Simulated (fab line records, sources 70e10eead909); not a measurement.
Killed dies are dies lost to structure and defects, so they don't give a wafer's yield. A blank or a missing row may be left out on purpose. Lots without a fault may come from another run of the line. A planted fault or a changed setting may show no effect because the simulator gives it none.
Which tool did it? | flow nand_harc | 24 lots, 72 wafers sampled, at 2 steps of a route of 1302

WHAT THE GAUGES READ, wafer by wafer
NHARC_A_WL_FILL_INSPECT_15. Usual: raw_defect_count 505, standard deviation 160.
lot  | measured     | on                | raw_defect_count | flag
L074 | day 20 18:19 | defect_inspect-01 | 393 460 408      |
L076 | day 21 17:07 | defect_inspect-01 | 500 449 555      |
L075 | day 21 17:06 | defect_inspect-02 | 484 465 689      |
L077 | day 22 13:27 | defect_inspect-02 | 425 419 391      |
L079 | day 22 13:32 | defect_inspect-02 | 409 614 503      |
L078 | day 22 13:20 | defect_inspect-01 | 344 334 438      |
L081 | day 23 13:38 | defect_inspect-01 | 639 969 702      |
L080 | day 24 06:46 | defect_inspect-02 | 420 731 531      |
L082 | day 24 22:47 | defect_inspect-01 | 341 547 373      |
L084 | day 24 22:42 | defect_inspect-02 | 704 686 732      |
L083 | day 25 08:36 | defect_inspect-02 | 532 535 320      |
L086 | day 25 15:32 | defect_inspect-02 | 410 409 699      |
L087 | day 25 23:31 | defect_inspect-02 | 730 1009 1088    |
L085 | day 25 23:30 | defect_inspect-02 | 509 660 759      |
L090 | day 27 10:53 | defect_inspect-01 | 357 327 315      |
L091 | day 27 11:11 | defect_inspect-02 | 619 412 471      |
L089 | day 27 15:41 | defect_inspect-01 | 430 413 523      |
L088 | day 27 15:50 | defect_inspect-01 | 348 387 431      |
L092 | day 28 14:22 | defect_inspect-01 | 380 473 508      |
L093 | day 29 07:16 | defect_inspect-02 | 548 415 400      |
L094 | day 29 07:08 | defect_inspect-01 | 551 507 491      |
L095 | day 29 12:48 | defect_inspect-02 | 302 332 512      |
L096 | day 30 14:53 | defect_inspect-01 | 579 374 552      |
L097 | day 31 10:37 | defect_inspect-02 | 364 366 426      |

WHICH TOOL RAN EACH LOT (tool, then ch and the chambers of the sampled wafers, then the start)
lot  | NHARC_A_WL_FILL_ALD_02
L074 | ald_metal-01 ch 1,2,3, day 20 00:53
L076 | ald_metal-02 ch 0,1,3, day 20 23:49
L075 | ald_metal-03 ch 0,2, day 20 23:54
L077 | ald_metal-03 ch 0,2, day 21 17:26
L079 | ald_metal-02 ch 2,3, day 21 17:39
L078 | ald_metal-01 ch 1,2, day 21 20:12
L081 | ald_metal-02 ch 0,1,3, day 22 20:00
L080 | ald_metal-03 ch 2,3, day 23 12:57
L082 | ald_metal-02 ch 1,2, day 24 03:37
L084 | ald_metal-03 ch 0,1,2, day 24 05:49
L083 | ald_metal-02 ch 1,2,3, day 24 14:47
L086 | ald_metal-01 ch 0,2, day 24 18:34
L087 | ald_metal-03 ch 1,2,3, day 25 05:50
L085 | ald_metal-01 ch 0,3, day 25 06:04
L090 | ald_metal-03 ch 1,2,3, day 26 16:14
L091 | ald_metal-01 ch 0,1,3, day 26 16:26
L089 | ald_metal-02 ch 0,1,2, day 26 20:16
L088 | ald_metal-03 ch 0,1,2, day 26 20:23
L092 | ald_metal-03 ch 0,1, day 27 20:39
L093 | ald_metal-02 ch 0,1,2, day 28 13:57
L094 | ald_metal-03 ch 1,2,3, day 28 13:58
L095 | ald_metal-01 ch 0,1, day 28 17:34
L096 | ald_metal-01 ch 2,3, day 29 21:07
L097 | ald_metal-02 ch 1,2,3, day 30 17:09
- NHARC_A_WL_FILL_ALD_02: deposits TiN, target thk 2 nm, pulse time 3 s, ald cycles 100.

WHAT THE TOOLS THEMSELVES READ (means of the sampled wafers that have a number; where no wafer has one, the mark that the record gives instead)
NHARC_A_WL_FILL_ALD_02. Usual: heater_power_outer_w 641 W, standard deviation 74; heater_power_w 1014 W, standard deviation 91; precursor_pulse_height_rel 0.999, standard deviation 0.018.
lot  | tool         | heater_power_outer_w (W) | heater_power_w (W) | precursor_pulse_height_rel | flag
L074 | ald_metal-01 | 645                      | 1024               | 1.015                      |
L076 | ald_metal-02 | 657                      | 1028               | 1.009                      |
L075 | ald_metal-03 | 730                      | 1105               | 0.987                      |
L077 | ald_metal-03 | 731                      | 1101               | 0.989                      |
L079 | ald_metal-02 | 588                      | 965                | 0.984                      |
L078 | ald_metal-01 | 674                      | 1055               | 1.002                      |
L081 | ald_metal-02 | 647                      | 1028               | 0.978                      |
L080 | ald_metal-03 | 608                      | 999                | 0.986                      |
L082 | ald_metal-02 | 599                      | 987                | 1.001                      |
L084 | ald_metal-03 | 685                      | 1062               | 1.004                      |
L083 | ald_metal-02 | 618                      | 973                | 0.986                      |
L086 | ald_metal-01 | 630                      | 989                | 0.996                      |
L087 | ald_metal-03 | 627                      | 986                | 1.008                      |
L085 | ald_metal-01 | 560                      | 943                | 1.017                      |
L090 | ald_metal-03 | 625                      | 991                | 1.000                      |
L091 | ald_metal-01 | 626                      | 983                | 0.995                      |
L089 | ald_metal-02 | 633                      | 1025               | 0.989                      |
L088 | ald_metal-03 | 697                      | 1062               | 0.999                      |
L092 | ald_metal-03 | 722                      | 1084               | 1.021                      |
L093 | ald_metal-02 | 635                      | 1017               | 0.993                      |
L094 | ald_metal-03 | 626                      | 999                | 1.011                      |
L095 | ald_metal-01 | 693                      | 1070               | 0.993                      |
L096 | ald_metal-01 | 623                      | 971                | 0.998                      |
L097 | ald_metal-02 | 595                      | 958                | 0.993                      |

THE ANSWER, worked out from the rows above alone
Rule: a lot is off if the mean of its wafers that have a number lies more than 3 standard deviations from the usual mean. A lot without any number at a reading at which 4 lots or more have one is off too. The other lots that the step has rows for count as sound. The gauges are gone through in route order, then the tools' own readings, and for those a lot's mean is taken as printed above. The first step at which some lot is off is used, and at that step the reading that is off furthest; a lot without a number counts as furthest.
No lot is off at any reading shown: from this, nothing can be told.

WHAT THE SIMULATOR HAD PUT IN
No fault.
